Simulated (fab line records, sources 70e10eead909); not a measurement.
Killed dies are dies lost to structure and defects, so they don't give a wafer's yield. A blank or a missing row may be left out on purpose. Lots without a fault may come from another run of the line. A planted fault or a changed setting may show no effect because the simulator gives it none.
Problem report in the 8D (eight disciplines) form, filled by code | flow nand_harc | the parts of the form that need people (team, actions taken, sign-off) are left out

1. THE PROBLEM
killed_at_array at NHARC_END_SORT_01 reads a mean of 673 on 6 wafers of 3 lots; wafers without a fault read 49 with a standard deviation of 18. That is +35 standard deviations from the usual mean.
First seen on wafer L139.5, day 25 17:32, on prober-01. The record holds 7 wafers of 3 lots with a number at this step. Rule for "out", or "out of limits": more than 4 standard deviations from the usual mean. The other wafers with a number count as sound.

2. WHAT IT IS AND WHAT IT IS NOT
question                    | is                                             | is not
which readings at this step | killed_at_array, killed_dies                   | killed_at_other, killed_at_periphery
which lots                  | L139, L142, L143                               | -
which wafers of those lots  | L139.5, L139.6, L142.5, L142.6, L143.5, L143.6 | L139.1
read on which gauges        | prober-01, prober-02                           | -
when                        | from day 25 17:32                              | up to then (1 sound wafer)

3. SUSPECTS, AND WHAT RULES EACH OUT
Counting: a tool at a process step up to the reading stays a suspect if it ran every lot that is out. Sound lots after the first of them don't rule it out here, since some wafers of a struck lot are sound.
- the gauge at NHARC_END_SORT_01: ruled out. The wafers that are out were read on 2 gauges (prober-01, prober-02).
- rie_metal-02 at NHARC_A_WL_FILL_ETCHBACK_04 (etches the open film in NF3, target depth 60 nm, time 120 s): kept. It ran every lot that is out, first L139 (day 21 15:14). Its own readings are out on those wafers: oes_product_au.
Left after counting: rie_metal-02 at NHARC_A_WL_FILL_ETCHBACK_04.

4. THE CAUSE (what the simulator had put in)
Process parameter drift: rie_metal-02, from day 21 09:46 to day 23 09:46, at NHARC_A_WL_FILL_ETCHBACK_04. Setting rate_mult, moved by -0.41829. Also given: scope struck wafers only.
Counting left only this tool.

5. THE CHAIN OF EFFECTS, in route order
Each row: a reading whose mean over the struck wafers that have a number lies more than 3 standard deviations from the usual. Only readings for which the record gives a usual standard deviation are gone through. hours: the time from each lot's start at the first step in this table that gives one to its start at this step, as a median over the lots. sigmas: the change in usual standard deviations.
hours | step                        | reading         | usual      | on struck wafers | change | sigmas
0     | NHARC_A_WL_FILL_ETCHBACK_04 | oes_product_au  | 1.000 a.u. | 0.736            | -0.264 | -24
97    | NHARC_END_SORT_01           | killed_at_array | 49         | 673              | +624   | +35
97    | NHARC_END_SORT_01           | killed_dies     | 54         | 677              | +623   | +33
The process steps in it:
- NHARC_A_WL_FILL_ETCHBACK_04: etches the open film in NF3, target depth 60 nm, time 120 s.

6. WHAT WOULD HAVE CAUGHT IT SOONER
In this record the first reading out of limits at a measuring or inspecting step was taken at day 25 17:32, 104 hours after the fault began at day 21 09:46.
The tool's own readings at NHARC_A_WL_FILL_ETCHBACK_04 were out on every struck wafer that the step has a row for (oes_product_au): an alarm limit on them would have fired on the first of those.
All the lots that are out (3) had begun NHARC_A_WL_FILL_ETCHBACK_04 on rie_metal-02 by day 25 17:32. A hold on the tool at that time would have spared none of them.
